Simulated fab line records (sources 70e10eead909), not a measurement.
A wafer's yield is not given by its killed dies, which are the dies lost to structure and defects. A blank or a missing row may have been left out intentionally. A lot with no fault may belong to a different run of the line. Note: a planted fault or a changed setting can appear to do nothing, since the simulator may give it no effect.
Matching of chambers	flow nand-harc	NHARC_P_M2_DESCUM_14 on rie-diel-03: 4 sister chambers
The step chemistry O2, time 3 s. 4 wafers are shown with their chamber, then 10 later ones without.

EACH WAFER AND ITS CHAMBER
wafer	chamber	rf-vpp-V (V)
L084.2	2	57.4
L088.3	1	57.7
L091.1	3	58.0
L091.2	0	56.7

WAFERS MISSING THEIR CHAMBER
wafer	rf-vpp-V (V)
L091.3	59.0
L094.1	58.8
L094.2	58.9
L094.3	58.2
L097.2	59.0
L097.3	57.0
L097.5	56.4
L096.2	58.4
L096.3	56.5
L096.6	57.9

CHAMBER TAKEN BY EACH
wafer	from the rows above	in truth
L091.3	can't be placed: 3 or 1 or 2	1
L094.1	can't be placed: 3 or 1 or 2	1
L094.2	can't be placed: 3 or 1 or 2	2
L094.3	can't be placed: 3 or 1 or 2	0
L097.2	can't be placed: 3 or 1 or 2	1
L097.3	can't be placed: 0 or 2 or 1 or 3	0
L097.5	can't be placed: 0 or 2 or 1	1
L096.2	can't be placed: 3 or 1 or 2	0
L096.3	can't be placed: 0 or 2 or 1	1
L096.6	can't be placed: 3 or 1 or 2 or 0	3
Correct placement for 0 of the 10. From these rows, 10 cannot be placed; in 8 the true chamber is one of the candidates. Number placed wrongly: 0.
How it was worked out, from the rows above alone: a wafer's distance from a chamber is the root of the sum, over the readings, of the square of ((its reading less the chamber's mean) divided by the reading's scatter). The wafer belongs to the nearest chamber; if the next one is less than 2 further off, it can't be placed. A chamber's mean is the mean of its shown wafers. The scatter (one wafer shown for each chamber): square how far every hidden wafer sits from the nearest shown wafer, average those squares and take the square root.
